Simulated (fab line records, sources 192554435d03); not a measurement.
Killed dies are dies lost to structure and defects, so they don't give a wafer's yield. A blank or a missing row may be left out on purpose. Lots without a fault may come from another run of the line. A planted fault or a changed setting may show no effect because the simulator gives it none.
Split-lot experiment | flow n5_finfet | 7 lots, 21 wafers read, on a route of 1938 steps

THE SPLIT
At N5_BEOL_M8_EXPOSE_08 (exposes mask M8), the setting dose_mj was moved away from the recipe's 68.25 on 8 of the 21 wafers read, by -7.2% to +6.2%. The other wafers ran this setting at the recipe's value.

FROM THE SPLIT TO THE READING: what the file shows between them, 14 steps
- N5_BEOL_M8_PEB_09: peb time 60 s
- N5_BEOL_M8_DEVELOP_10: develop time 30 s
- N5_BEOL_M8_CD_MEAS_11: target cd 38.5 nm
- N5_BEOL_M8_DESCUM_16: chemistry O2, time 7.9 s
- N5_BEOL_M8_ETCH_61: etches SiARC in CF4, target depth 45.5 nm, time 75.8 s
- N5_BEOL_M8_ETCH_62: etches SOC in N2/H2, target depth 110 nm, overetch 22 nm, time 165 s
- N5_BEOL_M8_STRIP_68: strips in N2/H2
- N5_BEOL_M8_HM_OPEN_17: chemistry Cl2/BCl3, target TiN, target depth 20 nm, overetch 6 nm
- N5_BEOL_M8_STRIP_19: strips in O2
- N5_BEOL_M8_CD_MEAS_18: pitch 80 nm, target cd 40 nm
- N5_BEOL_M8_COAT_63: time 60 s, resist thk 60 nm
- N5_BEOL_M8_COAT_64: time 60 s, resist thk 12 nm
- N5_BEOL_M8_PRECLEAN_42: cleans in residue remover, time 60 s
- N5_BEOL_M8_SRD_43: time 30 s

THE READING
cd_nm, in nm, at N5_BEOL_M8_CD_MEAS_35 (target cd 40 nm). Fault-free wafers of this fab line usually give 39.9 nm, standard deviation 0.44 nm.

wafer  | tool, chamber at the split | dose_mj as run | against the recipe | cd_nm, nm | against lot-mates on the recipe
L075.2 | arfi_scanner-02, 0         | 65.71          | -3.7%              | 38.5      | -1.5
L075.4 | arfi_scanner-02, 0         | 68.25          | recipe             | 40.0      | -
L075.5 | arfi_scanner-02, 0         | 65.71          | -3.7%              | 37.2      | -2.8
L077.1 | arfi_scanner-03, 0         | 70.67          | +3.5%              | 41.5      | +1.7
L077.2 | arfi_scanner-03, 0         | 68.25          | recipe             | 39.8      | -
L077.3 | arfi_scanner-03, 0         | 70.67          | +3.5%              | 41.2      | +1.4
L083.2 | arfi_scanner-02, 0         | 68.25          | recipe             | 39.8      | -
L083.4 | arfi_scanner-02, 0         | 68.25          | recipe             | 39.6      | -
L083.5 | arfi_scanner-02, 0         | 68.25          | recipe             | 40.0      | -
L080.1 | arfi_scanner-02, 0         | 68.25          | recipe             | 40.1      | -
L080.3 | arfi_scanner-02, 0         | 68.25          | recipe             | 40.0      | -
L080.6 | arfi_scanner-02, 0         | 68.25          | recipe             | 40.2      | -
L085.3 | arfi_scanner-02, 0         | 63.31          | -7.2%              | 36.7      | -3.7
L085.5 | arfi_scanner-02, 0         | 63.31          | -7.2%              | 36.8      | -3.6
L085.6 | arfi_scanner-02, 0         | 68.25          | recipe             | 40.4      | -
L090.2 | arfi_scanner-02, 0         | 68.25          | recipe             | 39.5      | -
L090.5 | arfi_scanner-02, 0         | 68.25          | recipe             | 39.5      | -
L090.6 | arfi_scanner-02, 0         | 72.49          | +6.2%              | 42.5      | +3.0
L091.2 | arfi_scanner-02, 0         | 70.29          | +3.0%              | 41.4      | +1.5
L091.3 | arfi_scanner-02, 0         | 68.25          | recipe             | 39.8      | -
L091.4 | arfi_scanner-02, 0         | 68.25          | recipe             | 40.0      | -

THE FIT
A straight line over all 21 wafers: cd_nm changes by +0.446 nm for each +1% of dose_mj; r = +0.97; the points scatter about the line by 0.33 nm.
The same after taking each lot's own level away (the mean of its wafers on the recipe; 21 wafers): +0.5 nm for each +1%; r = +0.99; scatter 0.25 nm.
On that fit, the largest move of dose_mj shifts the reading by 3.6 nm.
The lots' own levels span 39.50 to 40.40 nm, that is 2.0 times the standard deviation above.
So the lot-to-lot level changes the slope: the two fits differ.
Check: with one of the wafers moved furthest among these (-7.2%) left out of the fit, the line predicts -3.67 nm for it against its lot-mates. It came out at -3.7 nm against them.

THE WHOLE CHAIN: every reading that the file lists as answering this split, in the file's order
step                  | what it does                                           | reading                                                               | change (the file's fit)               | r (the file's)
N5_BEOL_M8_CD_MEAS_11 | target cd 38.5 nm                                      | cd_nm                                                                 | +0.464 nm for each +1% of the setting | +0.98
N5_BEOL_M8_ETCH_61    | etches SiARC in CF4, target depth 45.5 nm, time 75.8 s | BEOL_M8.cd_offset_nm (the simulator's own value, which no gauge read) | +0.474 nm for each +1% of the setting | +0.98
N5_BEOL_M8_CD_MEAS_18 | pitch 80 nm, target cd 40 nm                           | cd_nm                                                                 | +0.459 nm for each +1% of the setting | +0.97
N5_BEOL_M8_CD_MEAS_35 | target cd 40 nm                                        | cd_nm                                                                 | +0.497 nm for each +1% of the setting | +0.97

THE FILE'S OWN FIT
cd_nm changes by +0.497 nm for each +1% of dose_mj, r = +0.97.
